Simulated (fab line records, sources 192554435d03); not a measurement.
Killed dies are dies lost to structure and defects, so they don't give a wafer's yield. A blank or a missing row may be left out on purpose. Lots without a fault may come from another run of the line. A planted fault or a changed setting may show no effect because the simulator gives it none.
Chamber matching | flow n5_finfet | N5_BEOL_M14_DEP_53 on pecvd-04: 3 sister chambers
The step deposits SiCN from 3MS/NH3, target thk 50 nm, time 17.8 s. 6 wafers are shown with their chamber, then 9 later ones without.

WAFERS WITH THEIR CHAMBER
wafer  | chamber | showerhead_plenum_p_Torr (Torr) | throttle_valve_pct (%)
L090.6 | 1       | 4.123                           | 17.2
L091.4 | 2       | 4.174                           | 17.8
L091.5 | 0       | 4.194                           | 18.6
L094.1 | 0       | 4.195                           | 18.2
L094.2 | 2       | 4.177                           | 17.8
L094.4 | 1       | 4.125                           | 17.2

WAFERS WITHOUT THEIR CHAMBER
wafer  | showerhead_plenum_p_Torr (Torr) | throttle_valve_pct (%)
L093.2 | 4.112                           | 17.3
L093.3 | 4.200                           | 18.4
L093.6 | 4.117                           | 17.5
L096.1 | 4.122                           | 17.4
L096.3 | 4.202                           | 18.1
L096.5 | 4.122                           | 17.3
L097.2 | 4.169                           | 17.9
L097.3 | 4.124                           | 17.1
L097.6 | 4.125                           | 17.3

WHICH CHAMBER EACH WENT THROUGH
wafer  | from the rows above | in truth
L093.2 | 1                   | 1
L093.3 | 0                   | 0
L093.6 | 1                   | 1
L096.1 | 1                   | 1
L096.3 | 0                   | 0
L096.5 | 1                   | 1
L097.2 | 2                   | 2
L097.3 | 1                   | 1
L097.6 | 1                   | 1
Placed correctly: 9 of 9. Can't be placed from these rows: 0. Placed wrongly: 0.
How it was worked out, from the rows above alone: a wafer's distance from a chamber is the root of the sum, over the readings, of the square of ((its reading less the chamber's mean) divided by the reading's scatter). The wafer belongs to the nearest chamber; if the next one is less than 2 further off, it can't be placed. A chamber's mean is the mean of its shown wafers. The scatter: the root of (the sum of the squares of (reading less its chamber's mean) over the shown wafers, divided by (wafers less chambers)).
